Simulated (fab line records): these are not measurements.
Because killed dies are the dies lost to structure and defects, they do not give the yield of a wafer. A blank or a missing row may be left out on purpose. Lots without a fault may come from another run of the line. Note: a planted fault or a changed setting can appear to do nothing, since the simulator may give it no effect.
Which of the tools did it? | flow n5-finfet | 36 wafers from 12 lots sampled at 4 of the route's 1938 steps

== WHAT EACH GAUGE READ, for each wafer ==
N5_BEOL_M6_OVL_MEAS_29.
lot  | measured     | on         | V5_OVL (nm)
L077 | day 8 20:40  | overlay-02 | 1.1 0.6 -0.1
L078 | day 9 12:48  | overlay-02 | 0.0 0.2 0.0
L080 | day 10 04:33 | overlay-01 | 1.3 -0.2 0.5
L081 | day 11 06:25 | overlay-01 | 0.4 0.1 1.1
L084 | day 11 09:43 | overlay-02 | 2.2 1.7 0.5
L082 | day 11 11:41 | overlay-02 | 0.9 -0.3 -0.3
L088 | day 12 08:27 | overlay-02 | -0.3 0.2 -1.5
L089 | day 12 10:37 | overlay-01 | 0.3 0.7 0.8
L092 | day 13 13:21 | overlay-02 | 1.1 1.3 0.0
L093 | day 13 16:29 | overlay-01 | -0.6 -0.6 -0.3
L095 | day 14 04:43 | overlay-01 | 0.7 0.3 1.8
L097 | day 14 14:17 | overlay-01 | 0.7 0.1 0.3

== WHICH TOOL RAN EACH LOT (tool, then ch and the chambers of the sampled wafers, then the start) ==
lot  | N5_BEOL_M5_SPUTTER_88        | N5_BEOL_M5_ANNEAL_89         | N5_BEOL_M6_CURE_74
L077 | pvd-sputter-03, day 8 15:00  | pvd-sputter-03, day 8 15:05  | uv-cure-01 ch 0, day 8 17:17
L078 | pvd-sputter-03, day 9 06:32  | pvd-sputter-03, day 9 06:37  | uv-cure-01 ch 2, day 9 09:18
L080 | pvd-sputter-03, day 9 20:52  | pvd-sputter-03, day 9 20:56  | uv-cure-03 ch 0, day 9 23:08
L081 | pvd-sputter-03, day 10 20:17 | pvd-sputter-03, day 10 20:22 | uv-cure-02 ch 2, day 10 22:40
L084 | pvd-sputter-03, day 11 01:02 | pvd-sputter-03, day 11 01:07 | uv-cure-01 ch 2, day 11 03:21
L082 | pvd-sputter-03, day 11 05:40 | pvd-sputter-03, day 11 05:45 | uv-cure-02 ch 1, day 11 08:15
L088 | pvd-sputter-01, day 11 23:42 | pvd-sputter-01, day 11 23:47 | uv-cure-01 ch 1, day 12 02:13
L089 | pvd-sputter-02, day 12 05:16 | pvd-sputter-02, day 12 05:20 | uv-cure-03 ch 1, day 12 07:34
L092 | pvd-sputter-03, day 13 01:56 | pvd-sputter-03, day 13 02:01 | uv-cure-03 ch 2, day 13 04:40
L093 | pvd-sputter-03, day 13 09:23 | pvd-sputter-03, day 13 09:28 | uv-cure-03 ch 1, day 13 11:39
L095 | pvd-sputter-02, day 13 21:53 | pvd-sputter-02, day 13 21:58 | uv-cure-02 ch 0, day 14 00:55
L097 | pvd-sputter-02, day 14 05:22 | pvd-sputter-02, day 14 05:26 | uv-cure-01 ch 2, day 14 07:38
- N5_BEOL_M5_SPUTTER_88: material Cu, target thk 15 nm, time 27.62 s.
- N5_BEOL_M5_ANNEAL_89: time 1800 s.
- N5_BEOL_M6_CURE_74: cures SiCOH lowk, time 240 s.

== THE ANSWER, worked out from the rows above alone ==
Rule: the lots themselves supply what counts as usual. The widest of any qualifying gaps counts: lots, ordered by their means at a reading, are off when they make up no more than a third of the lots, leave a main group of 4 or more, and stand apart from it by 3 or more times the standard deviation of that group's means. Not used: any main group whose means are identical at the precision the tables above print for the reading. A lot without any number at a reading at which 4 lots or more have one is off too. Where the step has rows for the other lots, those lots are counted as sound.
None of the lots is off at any reading shown; this tells nothing.

== WHAT THE SIMULATOR HAD INSERTED ==
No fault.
